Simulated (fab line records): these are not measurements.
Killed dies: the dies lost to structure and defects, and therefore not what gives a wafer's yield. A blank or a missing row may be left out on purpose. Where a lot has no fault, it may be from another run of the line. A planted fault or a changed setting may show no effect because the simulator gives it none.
fab line records | flow n5Finfet
record lots=6 wafers=18 lastDay=17
route steps=1938 shown BEOL_M12@1637
lots that met no fault: taken from a fault-free run of the same line
startH: the number of hours between the record's first day and the start of the first shown wafer of the lot | waitH: hours since the lot's step before | " as in the row above | L1.1+2: one row covering several wafers at once | - either no value or no given start | * or withheld: withheld | < > ~ a bound
route shown NAME@n: names a module that has steps shown in the file, with the first one's number in the route | usual: the fault-free wafers' mean and standard deviation | same: alike in all rows | chamber/n: place in a boat | sites: per-site readings | _std_site: the values' standard deviation | _edge_site: the outer-site mean with the inner-site mean subtracted | radiusMm: how far each site lies from the wafer's centre | mask NAME#n: copy n | behind: the most recent tool/chamber to have shaped the wafer | hold: reason for holding the lot/hours on hold/outcome of the hold | device: the n, p or np transistor that did not switch | end of line: the same wafers' tests at the end of the route | a step given without rows: its recipe and nothing more | killed: the dies lost at the first sort to structure and to defects; this is not the yield of the wafer | map: per-die view of a wafer (x killed, . not killed, _ where there is no die)
set.NAME: the setting as run; set.NAME@STEP: as run at that earlier step | model.NAME: the simulator's own value behind a step, which no gauge read
lots at selected steps of the route; one table per step, one row per wafer
services: a tool's chamber out of use, with start hour (startH, from the record's first day; less than 0 if before it), hours out, and reason
## steps
# step N5_BEOL_M12_ETCH_68
# recipe chemistry=N2/H2 target=SOC maskMaterial=SiARC sourceW=3000 biasW=350 tempC=40 timeS=285 ionEnergyEv=200 pressureMtorr=30 n2FlowSccm=200 h2FlowSccm=200
# usual drypumpMotorCurrentA=5.6/0.51 oesProductAu=0.82/0.065 rfVppV=525.2/2.9 showerheadPlenumPTorr=2.59/0.1 throttleValvePct=17.72/0.17
# columns lot.wafer tool chamber startH waitH drypumpMotorCurrentA oesProductAu rfHoursCounterH rfVppV showerheadPlenumPTorr throttleValvePct
L222.1 rieDiel-01 3 302.66 0.1 6.3 0.83 71 522.4 2.47 17.85
L222.4 " 1 " " 5.1 0.83 76 528.5 2.68 17.74
L222.5 " 2 " " 5.3 0.86 - 527.2 2.69 17.66
L221.1 rieDiel-01 1 305.94 0.1 5.1 0.81 77 528.8 2.69 17.73
L221.2 " 2 " " 5.3 0.84 62 527.3 2.69 17.67
L221.3 " 0 " " 5.8 0.76 133 522.9 2.54 17.63
L231.1 rieDiel-04 0 345.35 0.1 5.4 0.81 102 522.1 2.46 17.73
L231.2 " 2 " " 6.1 0.75 154 523.3 2.53 17.61
L231.5 " 2 " " 6.1 0.75 - 522.2 2.53 17.62
L229.1 rieDiel-04 3 346.64 0.1 6.0 0.86 56 529.3 2.69 17.71
L229.2 " 0 " " 5.3 0.81 103 521.9 2.46 17.74
L229.3 " 2 " " 6.1 0.75 155 523.0 2.53 17.62
L234.1 rieDiel-03 2 370.93 0.1 5.3 0.95 16 528.3 2.72 17.66
L234.3 " 3 " " 4.8 0.99 5 525.8 2.60 17.74
L234.6 " 2 " " 5.3 0.96 - 528.6 2.72 17.66
L235.1 rieDiel-04 2 372.32 0.1 6.1 0.74 163 525.1 2.53 17.61
L235.5 " 1 " " 5.1 0.80 - 529.0 2.69 17.63
L235.6 " 2 " " 6.1 0.74 - 524.2 2.53 17.63
# step N5_BEOL_M12_STRIP_69
# recipe chemistry=N2/H2 tempC=40 n2FlowSccm=200 h2FlowSccm=200 rfFrequencyHz=6e+07
# step N5_BEOL_M12_TRENCH_ETCH_34
# recipe chemistry=C4F8/O2/Ar target=SiOC targetDepthA=3189.5 maskMaterial=SOC pressureMtorr=30 sourceW=3000 biasW=700 Ar_flow_sccm=400 C4F8_flow_sccm=15 O2_flow_sccm=8 heInnerTorr=15 heOuterTorr=30 timeS=125.5 ionEnergyEv=250
# usual C4F8_flow_sccm=15.00/0.046 drypumpMotorCurrentA=5.6/0.51 oesProductAu=0.82/0.066 rfVppV=667/3.5 showerheadPlenumPTorr=3.48/0.12 throttleValvePct=24.16/0.17
# columns lot.wafer tool chamber startH waitH C4F8_flow_sccm drypumpMotorCurrentA oesProductAu rfHoursCounterH rfVppV showerheadPlenumPTorr throttleValvePct
L222.1 rieDiel-01 3 302.84 0.0 15.00 6.3 0.83 71 663 3.34 24.34
L222.4 " 1 " " 15.00 5.1 0.82 76 671 3.60 24.21
L222.5 " 2 " " 15.01 5.4 0.86 - 671 3.60 24.13
L221.1 rieDiel-01 1 306.13 0.0 15.04 5.1 0.82 78 669 3.60 24.24
L221.2 " 2 " " 15.00 5.4 0.86 63 672 3.60 24.13
L221.3 " 0 " " 15.04 5.7 0.77 133 667 3.42 24.08
L231.1 rieDiel-04 0 345.54 0.0 15.04 5.3 0.81 102 662 3.32 24.19
L231.2 " 2 " " 14.99 6.1 0.74 155 665 3.41 24.03
L231.5 " 2 " " 15.00 6.1 0.74 - 666 3.41 24.04
L229.1 rieDiel-04 3 346.82 0.0 15.07 6.0 0.86 56 671 3.61 24.30
L229.2 " 0 " " 14.97 5.3 0.80 103 663 3.32 24.19
L229.3 " 2 " " 15.04 6.1 0.74 155 666 3.41 24.03
L234.1 rieDiel-03 2 371.11 0.0 15.02 5.3 0.96 16 672 3.64 24.09
L234.3 " 3 " " 15.04 4.9 0.98 5 668 3.49 24.22
L234.6 " 2 " " 15.04 5.3 0.94 - 671 3.64 24.11
L235.1 rieDiel-04 2 372.50 0.0 14.98 6.1 0.74 163 664 3.41 24.03
L235.5 " 1 " " 15.02 5.1 0.79 - 671 3.57 23.86
L235.6 " 2 " " 14.99 6.1 0.73 - 665 3.41 24.05
# step N5_BEOL_M12_STRIP_70
# recipe chemistry=C4F8/O2/Ar resist=SiARC rfFrequencyHz=6e+07
# step N5_BEOL_M12_OCD_MEAS_35
# usual trenchDepthNm=321/4.1
# columns lot.wafer tool chamber startH waitH trenchDepthNm
L222.1 ocd-01 - 302.99 0.0 320
L222.4 " - " " 319
L222.5 " - " " 321
L221.1 ocd-01 - 306.28 0.0 321
L221.2 " - " " 326
L221.3 " - " " 322
L231.1 ocd-01 - 345.69 0.0 317
L231.2 " - " " 318
L231.5 " - " " 318
L229.1 ocd-01 - 346.97 0.0 320
L229.2 " - " " 315
L229.3 " - " " 318
L234.1 ocd-01 - 371.26 0.0 328
L234.3 " - " " 321
L234.6 " - " " 328
L235.1 ocd-02 - 372.66 0.0 321
L235.5 " - " " 314
L235.6 " - " " 317
# step N5_BEOL_M12_STRIP_37
# recipe chemistry=N2/H2 powerW=1000 tempC=250 h2Frac=0.65 overashFraction=0.3 pressureMtorr=withheld n2FlowSccm=1750 h2FlowSccm=3250
# step N5_BEOL_M12_ETCH_38
# recipe chemistry=CF4/N2 target=SiCN targetDepthA=687 taperDeg=2 timeS=73.4 ionEnergyEv=150 maskMaterial=SiO2 pressureMtorr=40 sourceW=430 biasW=70 Ar_flow_sccm=100 cf4FlowSccm=60 n2FlowSccm=60
# step N5_BEOL_M12_PRECLEAN_39
# recipe chemistry=residueRemover timeS=60 tempC=40
# step N5_BEOL_M12_SRD_40
# recipe timeS=30 tempC=23 rinseLiquid=diw dry=n2Spin spinRpm=1500 dryTimeS=30
# step N5_BEOL_M12_DEGAS_41
# recipe ambient=vacuum tempC=250 timeS=60
# usual heaterPowerW=332/20
# columns lot.wafer tool chamber startH waitH heaterPowerW
L222.1 pvdSputter-01 - 305.82 0.7 301
L222.4 " - " " 329
L222.5 " - " " 299
L221.1 pvdSputter-02 - 309.54 0.8 363
L221.2 " - " " 354
L221.3 " - " " 332
L231.1 pvdSputter-01 - 347.72 0.3 319
L231.2 " - " " 344
L231.5 " - " " 340
L229.1 pvdSputter-01 - 348.53 0.7 317
L229.2 " - " " 287
L229.3 " - " " 331
L234.1 pvdSputter-03 - 373.87 0.0 298
L234.3 " - " " 322
L234.6 " - " " 351
L235.1 pvdSputter-02 - 376.49 0.5 346
L235.5 " - " " 323
L235.6 " - " " 346
# step N5_BEOL_M12_PRE_CLEAN_42
# recipe gas=H2/He timeS=30 tempC=250
# step N5_BEOL_M12_SPUTTER_43
# recipe material=TaN targetThkA=150 tempC=50 biasV=168.6 powerW=15000 chamberPressurePa=0.12 timeS=24.19
# usual throttleValvePct=30.5/0.64
# columns lot.wafer tool chamber startH waitH throttleValvePct
L222.1 pvdSputter-01 - 305.90 0.0 31.8
L222.4 " - " " 30.9
L222.5 " - " " 31.6
L221.1 pvdSputter-02 - 309.62 0.0 30.2
L221.2 " - " " 29.9
L221.3 " - " " 29.6
L231.1 pvdSputter-01 - 347.81 0.0 32.0
L231.2 " - " " 30.3
L231.5 " - " " 30.9
L229.1 pvdSputter-01 - 348.62 0.0 31.7
L229.2 " - " " 31.5
L229.3 " - " " 31.0
L234.1 pvdSputter-03 - 373.95 0.0 30.7
L234.3 " - " " 30.0
L234.6 " - " " 30.4
L235.1 pvdSputter-02 - 376.57 0.0 30.3
L235.5 " - " " 29.8
L235.6 " - " " 31.1
# step N5_BEOL_M12_SPUTTER_44
# recipe material=Ta targetThkA=100 tempC=50 biasV=80 powerW=15000 chamberPressurePa=0.07 timeS=16.13
# usual throttleValvePct=30.5/0.66
# columns lot.wafer tool chamber startH waitH throttleValvePct model.Ta_of_BEOL_M12_SPUTTER_44.thkNm
L222.1 pvdSputter-01 - 305.98 0.0 31.7 10
L222.4 " - " " 31.2 10
L222.5 " - " " 31.6 10
L221.1 pvdSputter-02 - 309.70 0.0 30.0 10.4
L221.2 " - " " 29.9 10.4
L221.3 " - " " 29.9 10.2
L231.1 pvdSputter-01 - 347.90 0.0 31.7 12.4
L231.2 " - " " 30.4 10
L231.5 " - " " 30.9 10
L229.1 pvdSputter-01 - 348.71 0.0 31.9 12.2
L229.2 " - " " 31.5 9.8
L229.3 " - " " 30.9 9.8
L234.1 pvdSputter-03 - 374.03 0.0 30.8 10.2
L234.3 " - " " 30.4 10.2
L234.6 " - " " 30.5 10.2
L235.1 pvdSputter-02 - 376.66 0.0 30.0 10
L235.5 " - " " 29.6 10.2
L235.6 " - " " 31.0 10
# step N5_BEOL_M12_SPUTTER_45
# recipe material=Cu targetThkA=800 tempC=-20 biasV=60 powerW=26000 chamberPressurePa=0.13 timeS=13.33
# step N5_BEOL_M12_ECD_47
# recipe material=Cu targetThkA=7200
# step N5_BEOL_M12_ANNEAL_48
# recipe tempC=225 timeS=90 ambient=N2
# usual annealTempC=225.01/0.19 wafer_temp_C_max=225.74/0.21
# columns lot.wafer tool chamber startH waitH annealTempC wafer_temp_C_max
L222.1 rtpAnneal-02 0 306.32 0.1 224.85 225.63
L222.4 " 0 " " 224.85 225.74
L222.5 " 0 " " 224.60 225.87
L221.1 rtpAnneal-02 0 310.04 0.1 225.08 225.44
L221.2 " 0 " " 225.22 225.63
L221.3 " 0 " " 225.09 225.70
L231.1 rtpAnneal-02 0 348.26 0.1 224.89 225.49
L231.2 " 0 " " 224.83 225.87
L231.5 " 0 " " 224.61 225.59
L229.1 rtpAnneal-02 0 349.13 0.2 224.87 226.01
L229.2 " 0 " " 224.94 225.78
L229.3 " 0 " " 224.99 225.69
L234.1 rtpAnneal-02 0 374.37 0.1 225.06 225.67
L234.3 " 0 " " 225.04 225.85
L234.6 " 0 " " 225.10 225.95
L235.1 rtpAnneal-02 0 377.03 0.1 225.16 225.61
L235.5 " 0 " " 225.28 225.28
L235.6 " 0 " " 225.10 225.39
# step N5_BEOL_M12_CMP_49
# recipe stopOn=SiOC tOverpolishS=20.6 downForcePsi=1 platenRpm=50 clearingPlatenDownForcePsi=1.5 clearingPlatenRpm=50 postCmpClean=cuAlkaline targetThkNm=320 clearingPlatenPadVelocityMS=0.99484 padVelocityMS=0.99484
# usual barrierFieldEndpointS=30.4/0.65 motorCurrentA=6.1/0.63
# columns lot.wafer tool chamber startH waitH barrierFieldEndpointS motorCurrentA
L222.1 cmp-04 1 306.65 0.3 32.0 6.4
L222.4 " 2 " " 31.2 5.5
L222.5 " 1 " " 31.2 6.5
L221.2 cmp-03 3 310.34 0.2 30.8 7.1
L221.3 " 1 " " 30.3 6.5
L221.1 " 2 " " 30.3 5.7
L231.2 cmp-02 2 348.63 0.3 29.9 5.7
L231.1 " 3 " " 33.4 6.2
L231.5 " 1 " " 29.9 7.0
L229.2 cmp-02 2 349.46 0.2 31.1 5.7
L229.3 " 3 " " 31.0 6.6
L229.1 " 0 " " 34.0 5.7
L234.3 cmp-02 2 374.67 0.2 31.4 5.5
L234.1 " 1 " " 30.1 7.1
L234.6 " 3 " " 31.3 6.4
L235.1 cmp-04 1 377.32 0.3 30.8 7.0
L235.5 " 1 " " 30.7 7.0
L235.6 " 2 " " 30.1 5.5
# step N5_BEOL_M12_THK_MEAS_50
# recipe thkMeasGauge=xrf reads=Cu_of_BEOL_M12_ECD_47
# usual M12_THK=326/5
# columns lot.wafer tool chamber startH waitH M12_THK[nm]
L222.1 filmMetro-02 - 306.91 - 321
L222.4 " - " " 321
L222.5 " - " " 323
L221.1 filmMetro-02 - 310.63 - 324
L221.2 " - " " 329
L221.3 " - " " 323
L231.1 filmMetro-01 - 348.85 - 324
L231.2 " - " " 328
L231.5 " - " " 329
L229.1 filmMetro-01 - 349.72 - 325
L229.2 " - " " 324
L229.3 " - " " 326
L234.1 filmMetro-01 - 374.96 - 336
L234.3 " - " " 331
L234.6 " - " " 336
L235.1 filmMetro-02 - 377.62 - 324
L235.5 " - " " 321
L235.6 " - " " 322
## services
# columns tool chamber startH hours kind
cmp-03 - 292.87 4.8 pm
rieDiel-04 1 294.03 23.1 repair
pvdSputter-02 - 295.39 5.2 repair
rieDiel-03 2 313.71 - clean
rieDiel-03 2 313.71 - consumableReplace:focusRing
rieDiel-03 2 313.71 - consumableReplace:showerhead
rieDiel-03 2 313.71 17.9 scheduledDown
rieDiel-03 2 313.71 17.9 ventCycle
cmp-04 - 316.71 4.0 pm
cmp-04 - 320.71 - consumableReplace:conditioner
cmp-04 - 320.71 - consumableReplace:pad
rieDiel-03 3 331.61 - clean
rieDiel-03 3 331.61 - consumableReplace:focusRing
rieDiel-03 3 331.61 20.4 scheduledDown
rieDiel-03 3 331.61 20.4 ventCycle
cmp-03 - 333.31 1.5 repair
cmp-02 - 335.62 5.2 pm
cmp-03 - 341.65 1.3 repair
rieDiel-03 - 353.27 4.3 pm
cmp-03 - 356.61 1.8 repair
pvdSputter-02 - 366.81 8.6 repair
## key
firstSign step=N5_BEOL_M12_CMP_49 reading=barrierFieldEndpointS direction=up sigmas=5 usual=30.4 struck=33.7
effect none on later readings
modelEffect step=N5_BEOL_M12_SPUTTER_44 value=Ta_of_BEOL_M12_SPUTTER_44.thkNm without=9.9 struck=12.3
metAt N5_BEOL_M12_SPUTTER_44
struckWafers L229.1,L231.1
onsetBetween 305.98 347.90
fault kind=processParameterDrift tool=pvdSputter-01 chamber=- onsetH=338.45 steps=N5_BEOL_M12_SPUTTER_44 channel=timeS offset=* shape=step endH=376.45 scope=struckWafersOnly actsIn=* stated=*
